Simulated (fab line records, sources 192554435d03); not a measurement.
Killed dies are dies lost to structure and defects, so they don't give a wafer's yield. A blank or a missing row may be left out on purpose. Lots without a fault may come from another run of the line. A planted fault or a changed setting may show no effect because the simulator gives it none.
fab line records | flow n5_finfet
record lots=6 wafers=18 last_day=19
route steps=1938 shown BEOL_M6@1226 PASSIVATION@1936
lots that met no fault: from a run of the same line without faults
start_h: hours from the record's first day to the start of the lot's first wafer shown | wait_h: hours since the lot's step before | " the same as in the row above | L1.1+2: a row that stands for several wafers | - no value, or no start given | * or withheld: withheld | < > ~ a bound
route shown NAME@n: a module of which the file shows steps, and the number in the route of the first | usual: mean/standard deviation of fault-free wafers | same: alike in all rows | chamber/n: place in a boat | sites: the reading at each site | _std_site: their standard deviation | _edge_site: outer sites' mean less inner sites' | radius_mm: how far each site lies from the wafer's centre | mask NAME#n: copy n | behind: the tool/chamber that last shaped the wafer | hold: why the lot was held/for how many hours/how that ended | device: the transistor (n, p or np) that didn't switch | end of line: the same wafers' tests at the end of the route | a step without rows: its recipe alone | killed: dies lost to structure and defects at the first sort, not the wafer's yield | map: a wafer's dies, x killed, . not, _ none there
set.NAME: the setting as run; set.NAME@STEP: as run at that earlier step | model.NAME: the simulator's own value behind a step, which no gauge read
lots at some steps of the route; a table a step, a row a wafer
services: from which hour (start_h, from the record's first day; less than 0 if before it) a tool's chamber was out of use, for how many hours, and why
## steps
# step N5_BEOL_M6_DEVELOP_27
# recipe develop_time_s=30 developer=TMAH resist=CAR-EUV rinse_liquid=surfactant_rinse dry=air_spin dev_temp_c=23
# step N5_BEOL_M6_CD_MEAS_28
# recipe target_cd_nm=40 landing_energy_ev=500 detector=se_inlens
# usual cd_nm=40.08/0.24
# columns lot.wafer tool chamber start_h wait_h cd_nm
L761.2 cd_sem-01 0 269.40 - 40.15
L761.3 " 0 " " 39.78
L761.5 " 0 " " 39.72
L763.4 cd_sem-01 0 274.23 - 39.88
L763.5 " 0 " " 40.07
L763.6 " 0 " " 40.06
L767.3 cd_sem-01 0 305.05 - 39.88
L767.4 " 0 " " 40.35
L767.5 " 0 " " 40.01
L770.1 cd_sem-02 0 317.38 - 40.05
L770.2 " 0 " " 40.18
L770.3 " 0 " " 40.14
L772.3 cd_sem-02 0 334.99 - 40.20
L772.5 " 0 " " 40.37
L772.6 " 0 " " 40.14
L774.1 cd_sem-03 0 360.79 - 40.02
L774.2 " 0 " " 40.09
L774.6 " 0 " " 39.84
# step N5_BEOL_M6_OVL_MEAS_29
# recipe points_per_wafer=522
# usual V5_OVL=0.1/0.68
# columns lot.wafer tool chamber start_h wait_h V5_OVL[nm]
L761.2 overlay-02 0 269.47 0.1 0.6
L761.3 " 0 " " -0.2
L761.5 " 0 " " 0.2
L763.4 overlay-02 0 274.28 0.0 0.8
L763.5 " 0 " " 1.5
L763.6 " 0 " " -0.1
L767.3 overlay-02 0 305.09 0.0 0.4
L767.4 " 0 " " 1.0
L767.5 " 0 " " 0.4
L770.1 overlay-02 0 317.45 0.1 1.2
L770.2 " 0 " " 1.1
L770.3 " 0 " " 1.5
L772.3 overlay-02 0 335.03 0.0 0.3
L772.5 " 0 " " 0.6
L772.6 " 0 " " 0.7
L774.1 overlay-02 0 360.82 0.0 -0.5
L774.2 " 0 " " -0.4
L774.6 " 0 " " -1.5
# step N5_BEOL_M6_INSPECT_30
# recipe mode=adi inspect_instrument=brightfield
# usual raw_defect_count=425/92
# columns lot.wafer tool chamber start_h wait_h raw_defect_count
L761.2 defect_inspect-02 - 269.53 0.1 540
L761.3 " - " " 355
L761.5 " - " " 374
L763.4 defect_inspect-01 - 274.32 0.0 370
L763.5 " - " " 286
L763.6 " - " " 505
L767.3 defect_inspect-01 - 305.14 0.0 475
L767.4 " - " " 393
L767.5 " - " " 419
L770.1 defect_inspect-01 - 317.51 0.1 439
L770.2 " - " " 437
L770.3 " - " " 422
L772.3 defect_inspect-01 - 335.08 0.0 375
L772.5 " - " " 462
L772.6 " - " " 413
L774.1 defect_inspect-02 - 360.88 0.1 263
L774.2 " - " " 372
L774.6 " - " " 353
# step N5_BEOL_M6_DESCUM_33
# recipe chemistry=O2 time_s=7 source_power_w=50 bias_power_w=20 pressure_mtorr=20 rf_frequency_hz=2.712e+07 temp_c=40 resist=CAR-EUV o2_flow_sccm=225
# step N5_BEOL_M6_ETCH_72
# recipe chemistry=N2/H2 target=underlayer target_depth_a=65 mask_material=CAR-EUV time_s=5.2 ion_energy_ev=200 pressure_mtorr=30 source_w=840 bias_w=150 n2_flow_sccm=200 h2_flow_sccm=200 ends=cleared
# usual drypump_motor_current_A=5.6/0.56 etch_rf_on_time_s=5.30/0.18 oes_product_au=0.68/0.074 rf_vpp_V=523.7/2.3 showerhead_plenum_p_Torr=2.54/0.072 throttle_valve_pct=17.74/0.26
# columns lot.wafer tool chamber start_h wait_h drypump_motor_current_A etch_rf_on_time_s oes_product_au rf_hours_counter_h rf_vpp_V showerhead_plenum_p_Torr throttle_valve_pct
L761.2 rie_diel-06 2 269.64 0.0 5.5 5.00 0.77 36 525.5 2.58 17.64
L761.3 " 0 " " 5.3 5.33 0.61 207 526.3 2.61 18.07
L761.5 " 3 " " 4.8 5.31 0.71 - 522.1 2.47 17.42
L763.4 rie_diel-06 1 274.87 0.0 6.5 5.24 0.68 107 522.5 2.58 17.64
L763.5 " 2 " " 5.4 5.04 0.76 - 524.8 2.58 17.64
L763.6 " 1 " " 6.5 5.31 0.67 - 524.2 2.58 17.63
L767.3 rie_diel-02 1 305.21 0.0 5.8 5.25 0.62 184 524.5 2.54 18.33
L767.4 " 2 " " 5.1 5.12 0.58 245 529.0 2.64 18.41
L767.5 " 3 " " 5.3 5.12 0.75 - 527.3 2.58 17.92
L770.1 rie_diel-02 3 317.64 0.0 5.3 5.13 0.74 38 523.5 2.58 17.92
L770.2 " 1 " " 5.8 5.24 0.61 188 524.5 2.54 18.34
L770.3 " 0 " " 6.2 5.32 0.79 8 523.3 2.60 17.95
L772.3 rie_diel-02 0 336.17 0.0 6.2 5.36 0.76 - 524.4 2.60 17.95
L772.5 " 3 " " 5.3 5.08 0.74 - 526.1 2.58 17.95
L772.6 " 0 " " 6.2 5.36 0.77 - 525.2 2.60 17.95
L774.1 rie_diel-06 3 361.05 0.0 4.8 5.39 0.68 96 520.5 2.46 17.49
L774.2 " 0 " " 5.3 5.41 0.59 236 526.1 2.60 18.09
L774.6 " 0 " " 5.3 5.42 0.59 - 524.7 2.60 18.11
# step N5_BEOL_M6_ETCH_65
# recipe chemistry=CF4 target=SiARC target_depth_a=156 mask_material=CAR-EUV time_s=26 ion_energy_ev=80 pressure_mtorr=40 source_w=545 bias_w=36 Ar_flow_sccm=100 cf4_flow_sccm=100 ends=cleared
# usual drypump_motor_current_A=5.6/0.56 etch_rf_on_time_s=26.3/0.86 oes_product_au=0.68/0.073 rf_vpp_V=184.0/1.1 showerhead_plenum_p_Torr=2.14/0.048 throttle_valve_pct=15.52/0.26
# columns lot.wafer tool chamber start_h wait_h drypump_motor_current_A etch_rf_on_time_s oes_product_au rf_hours_counter_h rf_vpp_V showerhead_plenum_p_Torr throttle_valve_pct
L761.2 rie_diel-06 2 269.65 0.0 5.4 25.4 0.76 36 185.2 2.15 15.40
L761.3 " 0 " " 5.3 26.6 0.61 207 184.5 2.21 15.91
L761.5 " 3 " " 4.8 26.5 0.72 - 181.8 2.09 15.16
L763.4 rie_diel-06 1 274.89 0.0 6.5 26.1 0.67 107 184.3 2.14 15.10
L763.5 " 2 " " 5.4 25.2 0.76 - 184.4 2.15 15.42
L763.6 " 1 " " 6.5 25.9 0.68 - 184.5 2.14 15.10
L767.3 rie_diel-02 1 305.23 0.0 5.7 25.9 0.62 184 183.0 2.12 15.88
L767.4 " 2 " " 5.1 25.1 0.59 245 186.3 2.19 15.82
L767.5 " 3 " " 5.3 24.9 0.76 - 184.3 2.19 15.75
L770.1 rie_diel-02 3 317.66 0.0 5.3 25.1 0.75 38 185.2 2.19 15.76
L770.2 " 1 " " 5.8 26.7 0.61 188 184.9 2.12 15.89
L770.3 " 0 " " 6.1 26.9 0.79 8 185.9 2.18 15.62
L772.3 rie_diel-02 0 336.20 0.0 6.2 27.3 0.77 - 184.7 2.18 15.61
L772.5 " 3 " " 5.3 25.5 0.74 - 183.3 2.18 15.78
L772.6 " 0 " " 6.2 27.2 0.77 - 184.5 2.18 15.62
L774.1 rie_diel-06 3 361.07 0.0 4.8 26.7 0.69 96 184.4 2.08 15.21
L774.2 " 0 " " 5.2 26.5 0.59 236 183.8 2.20 15.95
L774.6 " 0 " " 5.3 26.4 0.59 - 186.5 2.20 15.96
# step N5_BEOL_M6_ETCH_66
# recipe chemistry=N2/H2 target=SOC target_depth_a=800 overetch_a=160 mask_material=SiARC temp_c=40 time_s=120 ion_energy_ev=200 pressure_mtorr=30 source_w=840 bias_w=150 n2_flow_sccm=200 h2_flow_sccm=200
# usual drypump_motor_current_A=5.6/0.56 oes_product_au=0.61/0.061 rf_vpp_V=524.0/2 showerhead_plenum_p_Torr=2.54/0.072 throttle_valve_pct=17.70/0.26
# same time_s=120
# columns lot.wafer tool chamber start_h wait_h drypump_motor_current_A oes_product_au rf_hours_counter_h rf_vpp_V showerhead_plenum_p_Torr throttle_valve_pct
L761.2 rie_diel-06 2 269.68 0.0 5.4 0.67 36 524.9 2.58 17.61
L761.3 " 0 " " 5.3 0.55 207 526.8 2.61 18.02
L761.5 " 3 " " 4.8 0.64 - 523.8 2.47 17.40
L763.4 rie_diel-06 1 274.91 0.0 6.4 0.60 107 525.5 2.58 17.59
L763.5 " 2 " " 5.4 0.68 - 526.6 2.58 17.61
L763.6 " 1 " " 6.5 0.61 - 524.1 2.58 17.60
L767.3 rie_diel-02 1 305.25 0.0 5.8 0.56 184 524.1 2.54 18.27
L767.4 " 2 " " 5.1 0.52 245 525.3 2.64 18.38
L767.5 " 3 " " 5.3 0.67 - 525.1 2.58 17.89
L770.1 rie_diel-02 3 317.68 0.0 5.3 0.66 38 526.5 2.58 17.90
L770.2 " 1 " " 5.8 0.55 188 524.4 2.54 18.30
L770.3 " 0 " " 6.2 0.71 8 526.0 2.60 17.90
L772.3 rie_diel-02 0 336.27 0.1 6.2 0.71 - 525.7 2.60 17.92
L772.5 " 3 " " 5.3 0.65 - 524.5 2.58 17.90
L772.6 " 0 " " 6.2 0.70 - 525.5 2.60 17.91
L774.1 rie_diel-06 3 361.10 0.0 4.8 0.62 96 520.6 2.46 17.43
L774.2 " 0 " " 5.3 0.55 236 525.4 2.60 18.07
L774.6 " 0 " " 5.3 0.54 - 525.7 2.60 18.08
# step N5_BEOL_M6_STRIP_69
# recipe chemistry=N2/H2 temp_c=40 n2_flow_sccm=200 h2_flow_sccm=200 rf_frequency_hz=6e+07
# step N5_BEOL_M6_STRIP_73
# recipe chemistry=N2/H2 temp_c=40 n2_flow_sccm=200 h2_flow_sccm=200 rf_frequency_hz=6e+07
# step N5_BEOL_M6_VIA_ETCH_34
# recipe chemistry=C4F6/O2 target=SiCOH_lowk target_depth_a=1263 mask_material=SOC taper_deg=4 time_s=50.9 ion_energy_ev=250 pressure_mtorr=30 source_w=345 bias_w=185 Ar_flow_sccm=300 C4F6_flow_sccm=10 O2_flow_sccm=10
# usual drypump_motor_current_A=5.6/0.56 oes_product_au=0.80/0.086 rf_vpp_V=655/17 showerhead_plenum_p_Torr=2.84/0.065 throttle_valve_pct=20.83/0.28
# same time_s=50.9
# columns lot.wafer tool chamber start_h wait_h drypump_motor_current_A oes_product_au rf_hours_counter_h rf_vpp_V showerhead_plenum_p_Torr throttle_valve_pct
L761.2 rie_diel-06 2 269.78 0.0 5.4 0.90 36 673 2.86 20.71
L761.3 " 0 " " 5.3 0.72 207 643 2.94 21.21
L761.5 " 3 " " 4.8 0.84 - 675 2.77 20.38
L763.4 rie_diel-06 1 275.01 0.0 6.5 0.79 108 665 2.86 20.47
L763.5 " 2 " " 5.4 0.89 - 674 2.86 20.71
L763.6 " 1 " " 6.5 0.79 - 664 2.87 20.45
L767.3 rie_diel-02 1 305.35 0.0 5.8 0.73 184 665 2.84 21.26
L767.4 " 2 " " 5.1 0.68 245 655 2.92 21.12
L767.5 " 3 " " 5.3 0.88 - 632 2.88 21.00
L770.1 rie_diel-02 3 317.78 0.0 5.3 0.86 38 632 2.88 21.02
L770.2 " 1 " " 5.7 0.71 189 665 2.84 21.26
L770.3 " 0 " " 6.2 0.92 8 681 2.91 21.06
L772.3 rie_diel-02 0 336.40 0.0 6.2 0.90 - 683 2.91 21.09
L772.5 " 3 " " 5.3 0.85 - 632 2.88 21.05
L772.6 " 0 " " 6.2 0.90 - 682 2.91 21.08
L774.1 rie_diel-06 3 361.20 0.0 4.8 0.80 96 676 2.75 20.42
L774.2 " 0 " " 5.3 0.69 236 641 2.93 21.25
L774.6 " 0 " " 5.3 0.69 - 644 2.93 21.25
# step N5_BEOL_M6_STRIP_76
# recipe chemistry=C4F6/O2 resist=SiARC rf_frequency_hz=6e+07
# step N5_BEOL_M6_STRIP_36
# recipe chemistry=N2/H2 power_w=450 temp_c=40 pressure_mtorr=20 rf_frequency_hz=6e+07 overash_fraction=0.3 bias_power_w=7 h2_frac=0.5 n2_flow_sccm=200 h2_flow_sccm=200
# usual drypump_motor_current_A=5.6/0.56 h2_flow_sccm=200.0/0.59 oes_product_au=0.81/0.084 rf_vpp_V=59.3/1.5 showerhead_plenum_p_Torr=2.53/0.072 throttle_valve_pct=23.5/0.33
# columns lot.wafer tool chamber start_h wait_h drypump_motor_current_A h2_flow_sccm oes_product_au rf_hours_counter_h rf_vpp_V showerhead_plenum_p_Torr throttle_valve_pct
L761.2 rie_diel-06 2 269.83 0.0 5.4 221.1 0.91 36 61.9 2.64 24.6
L761.3 " 0 " " 5.3 219.4 0.72 207 59.7 2.67 25.0
L761.5 " 3 " " 4.8 220.8 0.85 - 60.2 2.53 24.6
L763.4 rie_diel-06 1 275.07 0.0 6.4 220.7 0.80 108 59.2 2.64 25.0
L763.5 " 2 " " 5.4 220.3 0.91 - 58.6 2.63 24.6
L763.6 " 1 " " 6.5 220.8 0.80 - 60.0 2.64 25.0
L767.3 rie_diel-02 1 305.41 0.0 5.7 201.5 0.73 185 59.4 2.54 24.2
L767.4 " 2 " " 5.1 199.1 0.65 245 60.7 2.63 24.5
L767.5 " 3 " " 5.3 199.4 0.88 - 60.0 2.58 23.8
L770.1 rie_diel-02 3 317.84 0.0 5.3 200.4 0.87 38 59.1 2.58 23.9
L770.2 " 1 " " 5.8 200.1 0.72 189 59.7 2.54 24.2
L770.3 " 0 " " 6.1 200.7 0.92 8 59.8 2.60 23.9
L772.3 rie_diel-02 0 336.48 0.0 6.2 200.2 0.90 - 60.8 2.59 23.8
L772.5 " 3 " " 5.3 199.1 0.85 - 58.8 2.57 23.8
L772.6 " 0 " " 6.2 200.1 0.89 - 60.6 2.59 23.9
L774.1 rie_diel-06 3 361.25 0.0 4.8 200.0 0.82 96 61.9 2.46 23.3
L774.2 " 0 " " 5.3 199.8 0.70 236 58.1 2.60 23.8
L774.6 " 0 " " 5.3 200.3 0.70 - 61.0 2.60 23.8
# step N5_BEOL_M6_TRENCH_ETCH_37
# recipe chemistry=C4F6/O2 target_depth_a=944.35 target=SiCOH_lowk time_s=31.5 ion_energy_ev=250 pressure_mtorr=30 source_w=345 bias_w=185 Ar_flow_sccm=300 C4F6_flow_sccm=10 O2_flow_sccm=10
# usual drypump_motor_current_A=5.6/0.56 oes_product_au=0.79/0.086 rf_vpp_V=656/17 showerhead_plenum_p_Torr=2.84/0.065 throttle_valve_pct=20.86/0.28
# same time_s=31.5
# columns lot.wafer tool chamber start_h wait_h drypump_motor_current_A oes_product_au rf_hours_counter_h rf_vpp_V showerhead_plenum_p_Torr throttle_valve_pct
L761.2 rie_diel-06 2 - - 5.4 0.89 36 672 2.86 20.73
L761.3 " 0 " " 5.3 0.71 207 643 2.94 21.24
L761.5 " 3 " " 4.8 0.83 - 676 2.77 20.42
L763.4 rie_diel-06 1 - - 6.5 0.78 108 664 2.86 20.49
L763.5 " 2 " " 5.5 0.88 - 672 2.86 20.74
L763.6 " 1 " " 6.5 0.78 - 664 2.86 20.48
L767.3 rie_diel-02 1 - - 5.7 0.72 185 663 2.84 21.30
L767.4 " 2 " " 5.1 0.68 245 656 2.92 21.15
L767.5 " 3 " " 5.3 0.88 - 633 2.88 21.04
L770.1 rie_diel-02 3 - - 5.3 0.87 38 633 2.88 21.07
L770.2 " 1 " " 5.7 0.72 189 664 2.84 21.32
L770.3 " 0 " " 6.1 0.93 8 682 2.91 21.11
L772.3 rie_diel-02 0 - - 6.2 0.90 - 683 2.91 21.13
L772.5 " 3 " " 5.3 0.85 - 632 2.88 21.07
L772.6 " 0 " " 6.2 0.91 - 682 2.91 21.11
L774.1 rie_diel-06 3 - - 4.8 0.81 96 675 2.75 20.45
L774.2 " 0 " " 5.3 0.69 236 643 2.93 21.28
L774.6 " 0 " " 5.3 0.69 - 641 2.93 21.27
# step N5_PASSIVATION_PROBE_49
# usual defect_limited_yield=91.3/1.4 killed_at_M0_to_M3=36/10 killed_at_M4_up=13/5.4 killed_at_contacts=12/5.3 killed_at_front_end=39/10 killed_at_other=3.2/2.7 killed_dies=103/16 killed_open=68/13 killed_short=33/6.6 sort_bin_4_leakage=0.01/0.031 sort_bin_5_function=5.1/0.92 sort_bin_6_memory=3.3/0.68 sort_n_pass=1077/17 sort_yield_pct=91.2/1.4
# same gross_dies=1180 killed_at_back_side=0 sort_bin_8_speed[%]=0
# columns lot.wafer tool chamber start_h wait_h defect_limited_yield[%] killed_at_M0_to_M3 killed_at_M4_up killed_at_contacts killed_at_front_end killed_at_other killed_dies killed_open killed_short sort_bin_4_leakage[%] sort_bin_5_function[%] sort_bin_6_memory[%] sort_n_pass sort_yield_pct[%]
L761.2 prober-01 - 351.64 0.1 90.9 30 15 17 43 2 107 68 37 0 6.1 2.6 1073 90.9
L761.3 prober-01 - 351.69 0.1 92.1 29 19 9 30 6 93 57 33 0 3.8 3.6 1087 92.1
L761.5 prober-01 - 351.79 0.2 91.5 37 15 22 25 1 100 66 32 0 5.1 3.3 1080 91.5
L763.4 prober-01 - 365.76 0.3 91.2 28 21 6 41 8 104 76 21 0 5.3 2.8 1076 91.2
L763.5 prober-01 - 365.81 0.4 89.7 53 20 21 26 2 122 74 45 0 5.9 4.1 1058 89.7
L763.6 prober-01 - 365.86 0.4 90.5 37 18 8 41 8 112 75 31 0 5.0 4.3 1068 90.5
L767.3 prober-02 - 395.78 0.5 91.4 33 18 5 45 0 101 55 42 0 5.8 2.2 1079 91.4
L767.4 prober-02 - 395.83 0.5 92.6 21 16 7 41 2 87 53 34 0.08 3.2 3.6 1092 92.5
L767.5 prober-02 - 395.88 0.6 94.5 20 10 6 27 2 65 45 19 0 3.6 1.7 1115 94.5
L770.1 prober-02 - 412.14 0.0 90.8 45 15 6 40 2 108 67 37 0 5.8 3.1 1072 90.8
L770.2 prober-02 - 412.19 0.1 91.9 47 8 11 24 6 96 61 35 0 4.4 3.3 1084 91.9
L770.3 prober-02 - 412.24 0.1 90.8 57 9 10 30 3 109 66 35 0 5.3 2.6 1071 90.8
L772.3 prober-01 - 430.82 0.1 93.5 28 11 5 32 1 77 43 34 0 4.5 1.9 1103 93.5
L772.5 prober-01 - 430.92 0.2 93.3 30 4 7 36 2 79 50 29 0 4.0 2.7 1101 93.3
L772.6 prober-01 - 430.97 0.3 92.3 33 9 11 35 3 91 56 28 0 4.3 2.6 1089 92.3
L774.1 prober-02 - 449.67 0.0 91.9 28 18 16 27 7 96 71 23 0 4.4 3.3 1084 91.9
L774.2 prober-02 - 449.72 0.1 92.6 30 9 12 33 3 87 52 35 0 4.6 2.5 1093 92.6
L774.6 prober-02 - 449.92 0.3 92.2 40 11 6 35 0 92 57 35 0 4.8 2.7 1088 92.2
# killed by level:class
L761.2 MOL_CONTACT_COAG:geometric_particle:open=11 FIN_SAQP:geometric_particle:short=9 FIN_SAQP:geometric_particle:open=9 BEOL_M2:geometric_particle:open=9 STI_FIN_REVEAL:geometric_particle:open=6 MOL_CONTACT_COAG:geometric_particle:short=6 BEOL_M0:geometric_particle:open=5 BEOL_M0_SAQP:geometric_particle:open=5
L761.3 MOL_CONTACT_COAG:geometric_particle:open=8 BEOL_M2:geometric_particle:open=8 FIN_SAQP:geometric_particle:short=6 BEOL_M0_SAQP:geometric_particle:short=6 BEOL_M4:geometric_particle:open=5 FIN_SAQP:geometric_particle:open=4 STI_FIN_REVEAL:geometric_particle:open=4 BEOL_M0_SAQP:geometric_particle:open=4
L761.5 MOL_CONTACT_COAG:geometric_particle:open=18 BEOL_M0_SAQP:geometric_particle:short=9 BEOL_M0:geometric_particle:open=7 BEOL_M2:geometric_particle:open=7 DUMMY_GATE:geometric_particle:open=6 BEOL_M0_SAQP:geometric_particle:open=6 BEOL_M4:geometric_particle:open=6 FIN_SAQP:geometric_particle:open=5
L763.4 BEOL_M4:geometric_particle:open=14 BEOL_M0_SAQP:geometric_particle:open=10 FIN_SAQP:geometric_particle:open=8 HKMG_FIN:area_etch=7 STI_FIN_REVEAL:geometric_particle:open=6 BEOL_M2:geometric_particle:open=5 BEOL_M3:geometric_particle:open=5 DUMMY_GATE:geometric_particle:open=4
L763.5 BEOL_M0_SAQP:geometric_particle:short=15 MOL_CONTACT_COAG:geometric_particle:open=12 FIN_SAQP:geometric_particle:open=11 BEOL_M0_SAQP:geometric_particle:open=11 BEOL_M3:geometric_particle:open=10 MOL_CONTACT_COAG:geometric_particle:short=9 BEOL_M2:geometric_particle:open=8 BEOL_M4:geometric_particle:open=6
L763.6 FIN_SAQP:geometric_particle:open=18 BEOL_M0_SAQP:geometric_particle:open=11 BEOL_M0_SAQP:geometric_particle:short=8 BEOL_M4:geometric_particle:open=8 MOL_CONTACT_COAG:geometric_particle:open=7 FIN_SAQP:geometric_particle:short=5 BEOL_M3:geometric_particle:open=5 BEOL_M2:geometric_particle:open=4
L767.3 FIN_SAQP:geometric_particle:short=16 FIN_SAQP:geometric_particle:open=9 BEOL_M1:geometric_particle:open=7 BEOL_M2:geometric_particle:open=7 BEOL_M3:geometric_particle:open=7 BEOL_M4:geometric_particle:open=5 BEOL_M0_SAQP:geometric_particle:short=4 DUMMY_GATE:geometric_particle:open=3
L767.4 FIN_SAQP:geometric_particle:open=12 FIN_SAQP:geometric_particle:short=10 ILD0:geometric_particle:short=7 BEOL_M3:geometric_particle:open=7 MOL_CONTACT_COAG:geometric_particle:open=6 BEOL_M4:geometric_particle:open=6 BEOL_M2:geometric_particle:short=5 STI_FIN_REVEAL:geometric_particle:open=4
L767.5 BEOL_M1:geometric_particle:open=8 STARTING-WAFER:geometric_particle:short=6 MOL_CONTACT_COAG:geometric_particle:open=5 BEOL_M4:geometric_particle:open=5 DUMMY_GATE:geometric_particle:open=4 STARTING-WAFER:geometric_particle:open=4 FIN_SAQP:geometric_particle:short=3 FIN_SAQP:geometric_particle:open=3
L770.1 BEOL_M1:geometric_particle:open=13 BEOL_M3:geometric_particle:open=13 FIN_SAQP:geometric_particle:short=9 FIN_SAQP:geometric_particle:open=9 BEOL_M4:geometric_particle:open=8 STI_FIN_REVEAL:geometric_particle:open=6 BEOL_M2:geometric_particle:short=5 BEOL_M0_SAQP:geometric_particle:short=4
L770.2 BEOL_M0_SAQP:geometric_particle:short=12 BEOL_M0_SAQP:geometric_particle:open=11 MOL_CONTACT_COAG:geometric_particle:open=8 BEOL_M2:geometric_particle:short=7 BEOL_M2:geometric_particle:open=6 BEOL_M3:geometric_particle:open=5 FIN_SAQP:geometric_particle:open=4 ILD0:geometric_particle:open=4
L770.3 BEOL_M2:geometric_particle:open=18 BEOL_M3:geometric_particle:open=12 BEOL_M0_SAQP:geometric_particle:short=9 MOL_CONTACT_COAG:geometric_particle:open=8 BEOL_M0_SAQP:geometric_particle:open=6 HKMG_FIN:area_etch=6 STI_FIN_REVEAL:geometric_particle:open=5 BEOL_M1:geometric_particle:open=4
L772.3 BEOL_M0_SAQP:geometric_particle:short=9 BEOL_M0_SAQP:geometric_particle:open=8 ILD0:geometric_particle:short=6 BEOL_M1:geometric_particle:open=6 FIN_SAQP:geometric_particle:open=5 GATE_CUT:geometric_particle:short=5 FIN_SAQP:geometric_particle:short=4 ILD0:geometric_particle:open=4
L772.5 BEOL_M0_SAQP:geometric_particle:short=11 BEOL_M0_SAQP:geometric_particle:open=9 FIN_SAQP:geometric_particle:open=8 ILD0:geometric_particle:open=6 MOL_CONTACT_COAG:geometric_particle:open=5 FIN_SAQP:geometric_particle:short=4 STI_FIN_REVEAL:geometric_particle:open=4 STARTING-WAFER:geometric_particle:short=4
L772.6 MOL_CONTACT_COAG:geometric_particle:open=10 BEOL_M1:geometric_particle:open=10 BEOL_M0_SAQP:geometric_particle:short=9 STI_FIN_REVEAL:geometric_particle:open=7 ILD0:geometric_particle:open=6 BEOL_M0_SAQP:geometric_particle:open=6 HKMG_FIN:area_etch=6 BEOL_M1:geometric_particle:short=5
L774.1 MOL_CONTACT_COAG:geometric_particle:open=15 BEOL_M3:geometric_particle:open=9 GATE_CUT:geometric_particle:short=6 BEOL_M4:geometric_particle:open=6 STI_FIN_REVEAL:geometric_particle:open=5 BEOL_M5:geometric_particle:open=4 GATE_CUT:geometric_particle:open=4 BEOL_M0_SAQP:geometric_particle:open=4
L774.2 BEOL_M0_SAQP:geometric_particle:open=8 MOL_CONTACT_COAG:geometric_particle:open=7 FIN_SAQP:geometric_particle:short=6 BEOL_M0_SAQP:geometric_particle:short=6 FIN_SAQP:geometric_particle:open=5 STI_FIN_REVEAL:geometric_particle:open=5 MOL_CONTACT_COAG:geometric_particle:short=5 DUMMY_GATE:geometric_particle:open=4
L774.6 BEOL_M0_SAQP:geometric_particle:short=14 BEOL_M0_SAQP:geometric_particle:open=9 GATE_CUT:geometric_particle:open=6 DUMMY_GATE:geometric_particle:open=5 MOL_CONTACT_COAG:geometric_particle:open=5 GATE_CUT:geometric_particle:short=4 STARTING-WAFER:geometric_particle:open=4 BEOL_M1:geometric_particle:open=4
## services
# columns tool chamber start_h hours kind
rie_diel-02 0 271.52 9.9 repair
rie_diel-02 0 281.47 - clean
rie_diel-02 0 281.47 - consumable_replace:focus_ring
rie_diel-02 0 281.47 15.5 scheduled_down
rie_diel-02 0 281.47 15.5 vent_cycle
rie_diel-02 3 287.60 16.7 repair
rie_diel-02 2 321.25 - clean
rie_diel-02 2 321.25 - consumable_replace:focus_ring
rie_diel-02 2 321.25 26.4 scheduled_down
rie_diel-02 2 321.25 26.4 vent_cycle
rie_diel-02 1 334.26 5.1 repair
## key
first_sign step=N5_BEOL_M6_STRIP_36 reading=h2_flow_sccm direction=up sigmas=35 usual=200.0 struck=220.5
effect step=N5_BEOL_M6_STRIP_36 reading=throttle_valve_pct direction=up sigmas=3.9 usual=* struck=*
met_at N5_BEOL_M6_STRIP_36
struck_wafers L761.2,L761.3,L761.5,L763.4,L763.5,L763.6
fault kind=process_parameter_drift tool=rie_diel-06 chamber=- onset_h=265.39 steps=N5_BEOL_M6_STRIP_36 channel=h2_flow_sccm offset=20 shape=step end_h=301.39 acts_in=these_recipes_only stated=200
